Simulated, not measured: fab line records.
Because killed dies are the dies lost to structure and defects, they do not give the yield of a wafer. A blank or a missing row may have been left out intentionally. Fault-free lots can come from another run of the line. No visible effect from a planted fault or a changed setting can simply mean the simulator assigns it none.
Chamber matching | flow nandHarc | NHARC_A_BLC_ETCH_16 on rieDiel-13: 4 sister chambers
The step etches the open film in CF4, target depth 39 nm, time 65 s. 8 wafers are shown with their chamber, then 12 later ones without.

== WAFERS PAIRED WITH THEIR CHAMBERS ==
wafer  | chamber | drypumpMotorCurrentA (A) | rfVppV (V)
L083.4 | 3       | 5.9                      | 151.8
L085.3 | 3       | 5.9                      | 152.2
L089.2 | 1       | 6.3                      | 152.0
L089.3 | 2       | 5.8                      | 150.5
L089.5 | 0       | 6.5                      | 151.5
L088.2 | 0       | 6.5                      | 150.5
L088.5 | 2       | 5.7                      | 153.2
L088.6 | 1       | 6.3                      | 151.1

== WAFERS WITHOUT THEIR CHAMBER ==
wafer  | drypumpMotorCurrentA (A) | rfVppV (V)
L090.1 | 6.3                      | 153.8
L090.2 | 6.5                      | 151.3
L090.6 | 5.7                      | 152.2
L092.4 | 5.7                      | 151.5
L092.5 | 5.9                      | 153.5
L092.6 | 5.7                      | 153.2
L096.2 | 5.9                      | 152.1
L096.5 | 6.5                      | 150.2
L096.6 | 6.3                      | 152.6
L097.1 | 6.3                      | 151.6
L097.2 | 6.6                      | 151.4
L097.5 | 5.9                      | 153.1

== WHICH CHAMBER EACH ONE RAN IN ==
wafer  | from the rows above | in truth
L090.1 | 1                   | 1
L090.2 | 0                   | 0
L090.6 | 2                   | 2
L092.4 | 2                   | 2
L092.5 | 3                   | 3
L092.6 | 2                   | 2
L096.2 | 3                   | 3
L096.5 | 0                   | 0
L096.6 | 1                   | 1
L097.1 | 1                   | 1
L097.2 | 0                   | 0
L097.5 | 3                   | 3
Correct placement for 12 of the 12. Left unplaced by these rows: 0. 0 placed wrongly.
How it was worked out, from the rows above alone: a wafer's distance from a chamber is the root of the sum, over the readings, of the square of ((its reading less the chamber's mean) divided by the reading's scatter). The wafer belongs to the nearest chamber; if the next one is less than 2 further off, it can't be placed. The mean given for a chamber averages the wafers shown for that chamber. The scatter: the root of (the sum of the squares of (reading less its chamber's mean) over the shown wafers, divided by (wafers less chambers)).
